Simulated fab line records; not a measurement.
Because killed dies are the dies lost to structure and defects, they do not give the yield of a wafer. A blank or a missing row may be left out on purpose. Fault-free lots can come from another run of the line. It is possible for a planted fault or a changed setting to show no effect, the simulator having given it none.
fab line records	flow n5-finfet
record lots=5	wafers=14	last-day=18
route steps=1938 shown PMOS_HMC_CHANNEL_EPI@62 BEOL_M4@1111
lots that met no fault: taken from a fault-free run of the same line
start-h: start of the lot's first displayed wafer, in hours after the record's first day	wait-h: time in hours since the lot's previous step	" repeats the value in the row above	L1.1+2: a row that stands for several wafers	- no value, or no start given	* or withheld: withheld	< > ~ a bound
route shown NAME@n: NAME is a module with steps in the file, n the number in the route of the first one	usual: mean/standard deviation taken from wafers without a fault	same: alike in all rows	chamber/n: place in a boat	sites: the reading at each site	_std_site: the standard deviation of these	_edge_site: mean of outer sites minus mean of inner sites	radius-mm: for every site, how far away it sits from the centre of the wafer	mask NAME#n: copy n	behind: the last tool/chamber to shape the wafer	hold: the reason the lot was held/the length of the hold in hours/how it ended	device: which transistor (n, p or np) failed to switch	end of line: at the end of the route, the tests of the same wafers	a step without rows: its recipe alone	killed: dies that structure and defects cost at the first sort, which is not the same as the wafer's yield	map: dies across one wafer; x = killed, . = not, _ = none there
set.NAME: the setting that was run; set.NAME@STEP: the one run at that earlier step	model.NAME: the simulator's own value behind a step, which no gauge read
a table for each step, a row for each wafer; lots at some steps of the route
services: from which hour (start-h, from the record's first day; less than 0 if before it) a tool's chamber was out of use, for how many hours, and why
## steps
# step N5_PMOS_HMC_CHANNEL_EPI_EXPOSE_06
# recipe mask-id=PMOS_HMC_BLK	na=1.35	source-shape=conventional	sigma-outer=0.8	polarization=unpolarized	target-cd-nm=240	dose-mj=41
# step N5_PMOS_HMC_CHANNEL_EPI_PEB_07
# recipe peb-temp-c=110	peb-time-s=60	resist=CAR-ArF-block
# step N5_PMOS_HMC_CHANNEL_EPI_DEVELOP_08
# recipe develop-time-s=30	developer=TMAH	resist=CAR-ArF-block	dev-temp-c=23	rinse-liquid=diw	dry=air-spin
# step N5_PMOS_HMC_CHANNEL_EPI_CD_MEAS_09
# recipe target-cd-nm=237.4	landing-energy-ev=500	detector=se-inlens
# usual cd-nm=237.1/0.9
lot.wafer	tool	chamber	start-h	wait-h	cd-nm
L366.1	cd-sem-02	0	41.75	-	237.2
L366.3	"	0	"	"	237.4
L366.4	"	0	"	"	236.6
L371.1	cd-sem-03	0	70.93	-	236.6
L371.2	"	0	"	"	236.9
L383.1	cd-sem-02	0	142.83	-	237.6
L383.4	"	0	"	"	237.4
L383.5	"	0	"	"	237.2
L384.2	cd-sem-03	0	149.16	-	237.6
L384.3	"	0	"	"	236.2
L384.5	"	0	"	"	236.6
L385.3	cd-sem-01	0	155.28	-	236.9
L385.5	"	0	"	"	236.9
L385.6	"	0	"	"	237.6
# step N5_PMOS_HMC_CHANNEL_EPI_OVL_MEAS_10
# recipe points-per-wafer=44
# usual PMOS_HMC_BLK_OVL=-0.2/0.64
lot.wafer	tool	chamber	start-h	wait-h	PMOS_HMC_BLK_OVL[nm]
L366.1	overlay-01	0	41.78	0.0	-1.0
L366.3	"	0	"	"	-0.5
L366.4	"	0	"	"	-0.5
L371.1	overlay-02	0	70.96	0.0	-0.9
L371.2	"	0	"	"	-0.8
L383.1	overlay-02	0	142.86	0.0	-0.9
L383.4	"	0	"	"	-1.7
L383.5	"	0	"	"	-1.6
L384.2	overlay-02	0	149.19	0.0	1.1
L384.3	"	0	"	"	0.8
L384.5	"	0	"	"	0.1
L385.3	overlay-02	0	155.31	0.0	0.2
L385.5	"	0	"	"	0.1
L385.6	"	0	"	"	-0.3
# step N5_PMOS_HMC_CHANNEL_EPI_INSPECT_11
# recipe mode=adi	inspect-instrument=macro
# usual raw-defect-count=2.0/1.5
lot.wafer	tool	chamber	start-h	wait-h	raw-defect-count
L366.1	defect-inspect-02	-	41.80	0.0	3
L366.3	"	-	"	"	2
L366.4	"	-	"	"	3
L371.1	defect-inspect-02	-	70.98	0.0	3
L371.2	"	-	"	"	3
L383.1	defect-inspect-02	-	142.88	0.0	2
L383.4	"	-	"	"	1
L383.5	"	-	"	"	4
L384.2	defect-inspect-02	-	149.22	0.0	0
L384.3	"	-	"	"	2
L384.5	"	-	"	"	0
L385.3	defect-inspect-02	-	155.33	0.0	1
L385.5	"	-	"	"	2
L385.6	"	-	"	"	5
# step N5_PMOS_HMC_CHANNEL_EPI_DESCUM_14
# recipe chemistry=O2	time-s=7.9	source-power-w=50	bias-power-w=20	pressure-mtorr=20	rf-frequency-hz=2.712e+07	temp-c=40	resist=CAR-ArF-block	o2-flow-sccm=225
# usual drypump-motor-current-A=5.60/0.28	o2-flow-sccm=224.9/0.65	oes-product-au=0.76/0.068	rf-fwd-power-W=49.37/0.19	rf-vpp-V=243.8/0.99	showerhead-plenum-p-Torr=2.13/0.042	throttle-valve-pct=20.41/0.25
lot.wafer	tool	chamber	start-h	wait-h	drypump-motor-current-A	o2-flow-sccm	oes-product-au	rf-fwd-power-W	rf-hours-counter-h	rf-vpp-V	showerhead-plenum-p-Torr	throttle-valve-pct
L366.1	rie-diel-06	0	41.84	0.0	5.85	224.8	0.77	49.62	126	244.8	2.16	20.22
L366.3	"	3	"	"	5.23	225.6	0.91	49.56	27	244.2	2.05	20.33
L366.4	"	2	"	"	5.56	224.5	0.75	49.46	148	244.6	2.10	20.53
L371.1	rie-diel-01	3	71.13	0.1	5.76	225.1	0.78	49.68	160	244.0	2.16	20.01
L371.2	"	0	"	"	6.11	224.9	0.67	49.49	233	244.5	2.17	20.87
L383.1	rie-diel-06	3	142.91	0.0	5.27	225.5	0.87	49.13	60	242.8	2.04	20.38
L383.4	"	2	"	"	5.57	224.9	0.73	49.32	-	243.1	2.09	20.58
L383.5	"	3	"	"	5.29	225.6	0.86	49.36	-	242.3	2.04	20.36
L384.2	rie-diel-05	0	150.13	0.9	6.04	225.0	0.77	49.16	158	244.9	2.18	20.29
L384.3	"	2	"	"	5.57	225.0	0.86	49.84	43	243.8	2.12	20.28
L384.5	"	3	"	"	5.54	223.3	0.70	49.35	-	242.0	2.08	20.68
L385.3	rie-diel-05	2	155.36	0.0	5.55	225.3	0.85	49.55	44	243.5	2.12	20.29
L385.5	"	1	"	"	5.28	225.4	0.82	49.41	-	243.5	2.12	20.20
L385.6	"	0	"	"	6.01	225.2	0.77	48.98	-	244.3	2.18	20.28
# step N5_PMOS_HMC_CHANNEL_EPI_ETCH_32
# recipe chemistry=N2/H2	target=BARC	stop-on=SiO2	target-depth-a=858	over-etch-frac=0.3	time-s=50.3	ion-energy-ev=200	mask-material=CAR-ArF-block	pressure-mtorr=30	source-w=840	bias-w=150	n2-flow-sccm=200	h2-flow-sccm=200
# usual drypump-motor-current-A=5.61/0.28	oes-product-au=0.65/0.057	rf-fwd-power-W=831/3.2	rf-vpp-V=525.2/1.7	showerhead-plenum-p-Torr=2.59/0.055	throttle-valve-pct=17.92/0.21
lot.wafer	tool	chamber	start-h	wait-h	drypump-motor-current-A	oes-product-au	rf-fwd-power-W	rf-hours-counter-h	rf-vpp-V	showerhead-plenum-p-Torr	throttle-valve-pct
L366.1	rie-diel-06	0	41.87	0.0	5.87	0.66	832	126	527.2	2.66	17.93
L366.3	"	3	"	"	5.29	0.77	830	27	522.2	2.50	17.91
L366.4	"	2	"	"	5.56	0.64	832	148	524.8	2.55	17.93
L371.1	rie-diel-01	3	71.17	0.0	5.75	0.66	831	160	526.9	2.64	17.61
L371.2	"	0	"	"	6.15	0.58	832	233	525.1	2.63	18.38
L383.1	rie-diel-06	3	142.95	0.0	5.26	0.73	829	60	524.4	2.49	17.98
L383.4	"	2	"	"	5.56	0.62	832	-	524.0	2.54	17.99
L383.5	"	3	"	"	5.31	0.73	830	-	522.2	2.49	17.96
L384.2	rie-diel-05	0	150.17	0.0	6.06	0.65	830	158	526.9	2.65	17.80
L384.3	"	2	"	"	5.57	0.74	832	43	526.0	2.60	17.99
L384.5	"	3	"	"	5.55	0.60	828	-	522.5	2.50	17.93
L385.3	rie-diel-05	2	155.40	0.0	5.56	0.74	837	44	523.9	2.60	18.01
L385.5	"	1	"	"	5.27	0.70	833	-	525.1	2.59	17.75
L385.6	"	0	"	"	6.03	0.64	828	-	526.9	2.65	17.83
# step N5_PMOS_HMC_CHANNEL_EPI_HM_OPEN_15
# recipe chemistry=CHF3/O2	target=SiO2	mask-material=CAR-ArF-block	target-depth-a=406	CHF3_flow_sccm=50	O2_flow_sccm=5	Ar_flow_sccm=200	time-s=20.3	pressure-mtorr=30	source-w=650	bias-w=170	ion-energy-ev=200
# usual drypump-motor-current-A=5.60/0.28	oes-product-au=0.76/0.072	rf-fwd-power-W=644.5/2.2	rf-vpp-V=525/7.9	showerhead-plenum-p-Torr=2.45/0.053	throttle-valve-pct=18.89/0.19
lot.wafer	tool	chamber	start-h	wait-h	drypump-motor-current-A	oes-product-au	rf-fwd-power-W	rf-hours-counter-h	rf-vpp-V	showerhead-plenum-p-Torr	throttle-valve-pct
L366.1	rie-diel-06	0	41.91	0.0	5.82	0.76	642.5	126	523	2.52	18.91
L366.3	"	3	"	"	5.32	0.92	643.6	27	518	2.36	18.79
L366.4	"	2	"	"	5.56	0.74	644.9	148	512	2.42	18.99
L371.1	rie-diel-01	3	71.21	0.0	5.77	0.78	645.2	160	534	2.50	18.63
L371.2	"	0	"	"	6.10	0.68	648.4	233	516	2.45	19.09
L383.1	rie-diel-06	3	142.99	0.0	5.31	0.86	641.6	60	517	2.35	18.83
L383.4	"	2	"	"	5.54	0.72	646.0	-	512	2.40	19.05
L383.5	"	3	"	"	5.28	0.86	643.5	-	516	2.35	18.83
L384.2	rie-diel-05	0	150.21	0.0	6.04	0.75	645.5	158	531	2.53	18.85
L384.3	"	2	"	"	5.53	0.86	642.3	43	536	2.46	18.87
L384.5	"	3	"	"	5.55	0.71	642.7	-	520	2.39	19.13
L385.3	rie-diel-05	2	155.44	0.0	5.56	0.86	645.1	44	537	2.45	18.86
L385.5	"	1	"	"	5.27	0.83	648.7	-	536	2.41	18.51
L385.6	"	0	"	"	6.07	0.76	645.5	-	530	2.53	18.85
# step N5_PMOS_HMC_CHANNEL_EPI_STRIP_33
# recipe chemistry=N2/H2	power-w=500	temp-c=40	pressure-mtorr=50	rf-frequency-hz=6e+07	overash-fraction=0.3	bias-power-w=8	h2-frac=0.5	n2-flow-sccm=300	h2-flow-sccm=300
# usual drypump-motor-current-A=5.61/0.28	oes-product-au=0.76/0.07	rf-vpp-V=54.4/1.8	showerhead-plenum-p-Torr=3.42/0.07	throttle-valve-pct=19.0/0.38
lot.wafer	tool	chamber	start-h	wait-h	drypump-motor-current-A	oes-product-au	rf-hours-counter-h	rf-vpp-V	showerhead-plenum-p-Torr	throttle-valve-pct
L366.1	rie-diel-06	0	41.97	0.0	5.84	0.78	126	55.7	3.51	19.1
L366.3	"	3	"	"	5.32	0.91	27	56.5	3.31	19.2
L366.4	"	2	"	"	5.57	0.73	148	55.4	3.37	18.8
L371.1	rie-diel-01	3	71.26	0.0	5.76	0.79	160	53.1	3.49	18.6
L371.2	"	0	"	"	6.10	0.66	233	56.8	3.47	19.9
L383.1	rie-diel-06	3	143.05	0.0	5.29	0.85	60	54.9	3.29	19.2
L383.4	"	2	"	"	5.56	0.73	-	50.1	3.35	18.9
L383.5	"	3	"	"	5.28	0.84	-	56.0	3.29	19.3
L384.2	rie-diel-05	0	150.26	0.0	6.08	0.76	158	55.7	3.49	19.1
L384.3	"	2	"	"	5.54	0.85	43	55.2	3.43	19.4
L384.5	"	3	"	"	5.55	0.69	-	52.1	3.31	18.7
L385.3	rie-diel-05	2	155.49	0.0	5.55	0.85	44	51.7	3.43	19.4
L385.5	"	1	"	"	5.30	0.80	-	53.0	3.42	18.8
L385.6	"	0	"	"	6.03	0.76	-	51.3	3.49	19.2
# step N5_PMOS_HMC_CHANNEL_EPI_STRIP_17
# recipe chemistry=SPM	time-s=750	temp-c=130	h2so4-h2o2-vol-ratio=4	dry=ipa-marangoni
# step N5_PMOS_HMC_CHANNEL_EPI_ETCH_38
# recipe chemistry=CF4	target=SiO2	target-depth-a=15	ion-energy-ev=350	pressure-mtorr=10	icp-w=800	bias-w=400	cf4-flow-sccm=80
# usual drypump-motor-current-A=5.9/0.61	oes-product-au=1.005/0.021	rf-fwd-power-W=784/3.6	throttle-valve-pct=21.68/0.25
lot.wafer	tool	chamber	start-h	wait-h	drypump-motor-current-A	oes-product-au	rf-fwd-power-W	rf-hours-counter-h	throttle-valve-pct
L366.1	rie-si-05	3	42.49	0.0	6.6	0.988	787	66	21.98
L366.3	"	2	"	"	5.1	0.980	790	70	21.32
L366.4	"	1	"	"	6.3	1.019	782	32	21.72
L371.1	rie-si-05	3	71.77	0.0	6.6	1.003	788	66	22.00
L371.2	"	0	"	"	5.9	0.959	785	101	21.74
L383.1	rie-si-01	3	143.35	0.0	6.3	1.022	785	6	21.34
L383.4	"	2	"	"	4.6	1.019	783	-	21.70
L383.5	"	0	"	"	6.0	1.021	788	-	21.80
L384.2	rie-si-01	3	150.57	0.0	6.3	1.020	785	6	21.32
L384.3	"	2	"	"	4.6	1.008	783	127	21.70
L384.5	"	2	"	"	4.6	1.005	786	-	21.69
L385.3	rie-si-01	3	155.80	0.0	6.3	1.024	783	6	21.33
L385.5	"	1	"	"	6.2	0.995	784	-	21.97
L385.6	"	0	"	"	6.0	1.020	787	-	21.78
# step N5_PMOS_HMC_CHANNEL_EPI_FIN_RECESS_16
# recipe chemistry=HBr/Cl2	target=Si	mask-material=SiO2	target-depth-a=540	time-s=18	pressure-mtorr=10	icp-w=800	bias-w=75	HBr_flow_sccm=150	Cl2_flow_sccm=80
# usual drypump-motor-current-A=5.9/0.61	oes-product-au=1.005/0.017	rf-fwd-power-W=795.9/2.5	throttle-valve-pct=35.3/0.34
lot.wafer	tool	chamber	start-h	wait-h	drypump-motor-current-A	oes-product-au	rf-fwd-power-W	rf-hours-counter-h	throttle-valve-pct	model.PMOS_HMC_CHANNEL_EPI.feature-depth-nm	model.etch.depth-nm
L366.1	rie-si-05	3	42.51	0.0	6.6	1.001	796.4	66	35.8	54.39	54.39
L366.3	"	2	"	"	5.1	1.005	796.8	70	35.0	53.87	53.87
L366.4	"	1	"	"	6.2	0.999	796.4	32	35.3	54.28	54.28
L371.1	rie-si-05	3	71.79	0.0	6.6	0.986	798.1	66	35.8	54	54
L371.2	"	0	"	"	5.9	0.970	797.8	101	35.7	55.29	55.29
L383.1	rie-si-01	3	143.37	0.0	6.3	1.011	796.8	6	34.8	54.37	54.37
L383.4	"	2	"	"	4.7	1.013	792.7	-	35.3	53.56	53.56
L383.5	"	0	"	"	5.9	1.006	799.1	-	35.4	54.11	54.11
L384.2	rie-si-01	3	150.59	0.0	6.3	1.010	795.3	6	34.8	54.04	54.04
L384.3	"	2	"	"	4.6	1.012	794.4	127	35.3	53.51	53.51
L384.5	"	2	"	"	4.7	1.011	795.7	-	35.3	53.74	53.74
L385.3	rie-si-01	3	155.82	0.0	6.3	1.020	800.1	6	34.8	54.79	54.79
L385.5	"	1	"	"	6.2	0.977	791.9	-	35.5	53.62	53.62
L385.6	"	0	"	"	6.0	1.007	792.2	-	35.4	54.48	54.48
# step N5_PMOS_HMC_CHANNEL_EPI_PRECLEAN_36
# recipe chemistry=O3/DIW	time-s=45	temp-c=22	o3-ppm=10
# step N5_BEOL_M4_RC_MEAS_101
# usual DIBL_N=35.8/1.5	DIBL_P=35.9/1.8	IOFF_N=0.152/0.025	IOFF_P=0.21/0.031	ION_N=672/11	ION_P=462/7.4	SS_N=71.5/0.52	SS_P=73.2/0.54	VT_N=250/3	VT_P=-250/3.3
lot.wafer	tool	chamber	start-h	wait-h	DIBL_N[mV/V]	DIBL_P[mV/V]	IOFF_N[nA/um]	IOFF_P[nA/um]	ION_N[uA/um]	ION_P[uA/um]	SS_N[mV/dec]	SS_P[mV/dec]	VT_N[mV]	VT_P[mV]
L366.1	prober-01	0	199.61	0.1	35.4	35.9	0.139	0.17	662	449	72.0	72.9	251	-252
L366.3	"	0	"	"	34.5	35.5	0.127	0.16	668	452	70.7	72.8	252	-254
L366.4	"	0	"	"	35.1	35.9	0.136	0.17	664	459	70.7	73.0	250	-254
L371.1	prober-01	0	230.98	0.0	35.9	35.9	0.158	0.21	673	464	71.3	72.6	248	-245
L371.2	"	0	"	"	35.7	35.6	0.155	0.20	669	457	71.2	73.8	249	-252
L383.1	prober-02	0	300.36	0.0	34.1	34.8	0.141	0.20	655	454	71.6	73.6	250	-249
L383.4	"	0	"	"	35.3	36.5	0.157	0.22	672	467	71.7	73.4	248	-248
L383.5	"	0	"	"	37.5	39.3	0.206	0.28	681	471	71.9	74.0	247	-246
L384.2	prober-01	0	303.50	0.2	34.3	33.5	0.120	0.19	653	455	70.4	72.2	256	-250
L384.3	"	0	"	"	38.3	38.4	0.200	0.28	685	470	71.4	72.8	249	-244
L384.5	"	0	"	"	33.3	32.8	0.114	0.18	656	455	70.2	72.3	252	-251
L385.3	prober-02	0	321.31	0.3	33.7	33.5	0.125	0.17	660	456	71.3	72.7	253	-253
L385.5	"	0	"	"	36.9	36.4	0.165	0.21	670	455	72.2	72.7	251	-251
L385.6	"	0	"	"	32.6	32.1	0.106	0.16	652	455	71.2	72.3	255	-255
## services
tool	chamber	start-h	hours	kind
rie-diel-01	0	35.29	4.0	repair
rie-si-01	0	51.83	3.8	repair
rie-diel-05	1	73.51	5.2	repair
rie-si-01	0	101.50	3.9	repair
rie-si-01	1	116.94	15.1	repair
rie-diel-01	0	126.57	-	clean
rie-diel-01	0	126.57	-	consumable-replace:focus-ring
rie-diel-01	0	126.57	18.5	scheduled-down
rie-diel-01	0	126.57	18.5	vent-cycle
rie-diel-06	1	130.63	9.8	repair
rie-si-01	1	132.08	-	clean
rie-si-01	1	132.08	19.0	scheduled-down
rie-si-01	1	132.08	19.0	vent-cycle
rie-si-05	1	140.48	0.9	repair
rie-diel-06	1	140.64	-	clean
rie-diel-06	1	140.64	-	consumable-replace:focus-ring
rie-diel-06	1	140.64	25.2	scheduled-down
rie-diel-06	1	140.64	25.2	vent-cycle
rie-diel-06	2	149.71	12.8	repair
## key
first-sign none at tools or gauges
model-effect step=N5_PMOS_HMC_CHANNEL_EPI_FIN_RECESS_16	value=PMOS_HMC_CHANNEL_EPI.feature-depth-nm	without=52.07	struck=55.29
met-at N5_PMOS_HMC_CHANNEL_EPI_FIN_RECESS_16
struck-wafers L371.2
onset-between 42.51 71.79
fault kind=process-parameter-drift	tool=rie-si-05	chamber=-	onset-h=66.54	steps=N5_PMOS_HMC_CHANNEL_EPI_FIN_RECESS_16	channel=time-s	offset=*	shape=step	end-h=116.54	scope=struck-wafers-only	acts-in=*	stated=*
